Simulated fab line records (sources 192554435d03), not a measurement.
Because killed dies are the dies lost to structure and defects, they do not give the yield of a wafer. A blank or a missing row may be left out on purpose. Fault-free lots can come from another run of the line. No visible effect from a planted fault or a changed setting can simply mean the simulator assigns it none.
Lot-split experiment / flow n5_finfet / route with 1938 steps; 7 lots, 21 wafers read

== SPLIT DETAILS ==
At N5_BEOL_M11_COAT_59 (time 60 s, resist thk 100 nm), the setting spin_rpm was moved away from the recipe's 1500 rpm on 5 of the 21 wafers read, by -11.1% to +11.0%. This setting was run at the recipe's value on the other wafers.

== FROM THE SPLIT TO THE READING: what the file shows between them, 7 steps ==
- N5_BEOL_M11_COAT_60: time 60 s, resist thk 30 nm
- N5_BEOL_M11_COAT_05: resist thk 90 nm
- N5_BEOL_M11_DESCUM_16: chemistry O2, time 7.9 s
- N5_BEOL_M11_ETCH_61: etches SiARC in CF4, target depth 39 nm, time 65 s
- N5_BEOL_M11_ETCH_62: etches SOC in N2/H2, target depth 110 nm, overetch 22 nm, time 165 s
- N5_BEOL_M11_STRIP_68: strips in N2/H2
- N5_BEOL_M11_STRIP_67: strips in CF4

== THE READING ==
SOC_of_BEOL_M11_COAT_59.thk_nm (the simulator's own value, which no gauge read), in nm, at N5_BEOL_M11_HM_OPEN_17 (chemistry Cl2/BCl3, target TiN, target depth 20 nm, overetch 6 nm). No usual value for it is given in the file. The 16 wafers here that ran the recipe average 92.3 nm, standard deviation 0.24 nm.

wafer=L079.1; tool, chamber at the split=litho_track-02, 0; spin_rpm as run, rpm=1438; against the recipe=-4.1%; SOC_of_BEOL_M11_COAT_59.thk_nm, nm=94; against lot-mates on the recipe=+1.9
wafer=L079.3; tool, chamber at the split=litho_track-02, 0; spin_rpm as run, rpm=1500; against the recipe=recipe; SOC_of_BEOL_M11_COAT_59.thk_nm, nm=92.2; against lot-mates on the recipe=-
wafer=L079.6; tool, chamber at the split=litho_track-02, 0; spin_rpm as run, rpm=1500; against the recipe=recipe; SOC_of_BEOL_M11_COAT_59.thk_nm, nm=92; against lot-mates on the recipe=-
wafer=L080.1; tool, chamber at the split=litho_track-05, 0; spin_rpm as run, rpm=1500; against the recipe=recipe; SOC_of_BEOL_M11_COAT_59.thk_nm, nm=92; against lot-mates on the recipe=-
wafer=L080.3; tool, chamber at the split=litho_track-05, 0; spin_rpm as run, rpm=1409; against the recipe=-6.1%; SOC_of_BEOL_M11_COAT_59.thk_nm, nm=95.4; against lot-mates on the recipe=+3.4
wafer=L080.5; tool, chamber at the split=litho_track-05, 0; spin_rpm as run, rpm=1409; against the recipe=-6.1%; SOC_of_BEOL_M11_COAT_59.thk_nm, nm=95; against lot-mates on the recipe=+3.0
wafer=L090.2; tool, chamber at the split=litho_track-05, 0; spin_rpm as run, rpm=1665; against the recipe=+11.0%; SOC_of_BEOL_M11_COAT_59.thk_nm, nm=87; against lot-mates on the recipe=-5.0
wafer=L090.3; tool, chamber at the split=litho_track-05, 0; spin_rpm as run, rpm=1500; against the recipe=recipe; SOC_of_BEOL_M11_COAT_59.thk_nm, nm=92; against lot-mates on the recipe=-
wafer=L090.4; tool, chamber at the split=litho_track-05, 0; spin_rpm as run, rpm=1500; against the recipe=recipe; SOC_of_BEOL_M11_COAT_59.thk_nm, nm=92; against lot-mates on the recipe=-
wafer=L093.1; tool, chamber at the split=litho_track-01, 0; spin_rpm as run, rpm=1500; against the recipe=recipe; SOC_of_BEOL_M11_COAT_59.thk_nm, nm=92; against lot-mates on the recipe=-
wafer=L093.2; tool, chamber at the split=litho_track-01, 0; spin_rpm as run, rpm=1500; against the recipe=recipe; SOC_of_BEOL_M11_COAT_59.thk_nm, nm=92; against lot-mates on the recipe=-
wafer=L093.4; tool, chamber at the split=litho_track-01, 0; spin_rpm as run, rpm=1500; against the recipe=recipe; SOC_of_BEOL_M11_COAT_59.thk_nm, nm=92.4; against lot-mates on the recipe=-
wafer=L095.3; tool, chamber at the split=litho_track-05, 0; spin_rpm as run, rpm=1334; against the recipe=-11.1%; SOC_of_BEOL_M11_COAT_59.thk_nm, nm=98.8; against lot-mates on the recipe=+6.2
wafer=L095.5; tool, chamber at the split=litho_track-05, 0; spin_rpm as run, rpm=1500; against the recipe=recipe; SOC_of_BEOL_M11_COAT_59.thk_nm, nm=92.6; against lot-mates on the recipe=-
wafer=L095.6; tool, chamber at the split=litho_track-05, 0; spin_rpm as run, rpm=1500; against the recipe=recipe; SOC_of_BEOL_M11_COAT_59.thk_nm, nm=92.6; against lot-mates on the recipe=-
wafer=L096.1; tool, chamber at the split=litho_track-01, 0; spin_rpm as run, rpm=1500; against the recipe=recipe; SOC_of_BEOL_M11_COAT_59.thk_nm, nm=92.4; against lot-mates on the recipe=-
wafer=L096.3; tool, chamber at the split=litho_track-01, 0; spin_rpm as run, rpm=1500; against the recipe=recipe; SOC_of_BEOL_M11_COAT_59.thk_nm, nm=92.6; against lot-mates on the recipe=-
wafer=L096.5; tool, chamber at the split=litho_track-01, 0; spin_rpm as run, rpm=1500; against the recipe=recipe; SOC_of_BEOL_M11_COAT_59.thk_nm, nm=92.6; against lot-mates on the recipe=-
wafer=L097.3; tool, chamber at the split=litho_track-01, 0; spin_rpm as run, rpm=1500; against the recipe=recipe; SOC_of_BEOL_M11_COAT_59.thk_nm, nm=92.4; against lot-mates on the recipe=-
wafer=L097.6; tool, chamber at the split=litho_track-01, 0; spin_rpm as run, rpm=1500; against the recipe=recipe; SOC_of_BEOL_M11_COAT_59.thk_nm, nm=92.4; against lot-mates on the recipe=-
wafer=L097.5; tool, chamber at the split=litho_track-01, 0; spin_rpm as run, rpm=1500; against the recipe=recipe; SOC_of_BEOL_M11_COAT_59.thk_nm, nm=92.2; against lot-mates on the recipe=-

FIT RESULTS
A straight line over all 21 wafers: SOC_of_BEOL_M11_COAT_59.thk_nm changes by -0.516 nm for each +1% of spin_rpm; r = -0.99; the points scatter about the line by 0.33 nm.
The same after taking each lot's own level away (the mean of its wafers on the recipe; 21 wafers): -0.507 nm for each +1%; r = -0.99; scatter 0.22 nm.
On that fit, the largest move of spin_rpm shifts the reading by 5.6 nm.
Across the lots, their own levels run from 92.00 to 92.60 nm, a range of 2.5 times the standard deviation given above.
Consequently the slope shifts little with the lot-to-lot level, the two slopes agreeing.
Check: +5.34 nm against its lot-mates is what the line predicts for one of the wafers moved furthest among these (-11.1%) when that wafer is left out of the fit. It came out at +6.2 nm against them.

== ADDITIONAL SPLITS CARRIED BY THESE WAFERS ==
These wafers also went through other splits before the reading. Each is held against what the fit with the lots' levels taken away leaves over:
other split on the same wafers=N5_BEOL_M9_SPUTTER_48 power_w; wafers away from the commonest value=7; r with SOC_of_BEOL_M11_COAT_59.thk_nm (lot level and that fit taken away)=-0.32
other split on the same wafers=N5_BEOL_M11_PECVD_70 time_s; wafers away from the commonest value=5; r with SOC_of_BEOL_M11_COAT_59.thk_nm (lot level and that fit taken away)=+0.38

== THE WHOLE CHAIN: every reading that the file lists as answering this split, in the file's order ==
step=N5_BEOL_M11_COAT_59; what it does=time 60 s, resist thk 100 nm; reading=SOC_of_BEOL_M11_COAT_59.thk_nm (the simulator's own value, which no gauge read); change (the file's fit)=-0.516 nm for each +1% of the setting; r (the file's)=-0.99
step=N5_BEOL_M11_ETCH_62; what it does=etches SOC in N2/H2, target depth 110 nm, overetch 22 nm, time 165 s; reading=etch.depth_nm (the simulator's own value, which no gauge read); change (the file's fit)=-0.512 nm for each +1% of the setting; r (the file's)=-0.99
step=N5_BEOL_M11_HM_OPEN_17; what it does=chemistry Cl2/BCl3, target TiN, target depth 20 nm, overetch 6 nm; reading=SOC_of_BEOL_M11_COAT_59.thk_nm (the simulator's own value, which no gauge read); change (the file's fit)=-0.507 nm for each +1% of the setting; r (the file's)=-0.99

== THE FILE'S OWN FIT ==
SOC_of_BEOL_M11_COAT_59.thk_nm changes by -0.507 nm for each +1% of spin_rpm, r = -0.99.
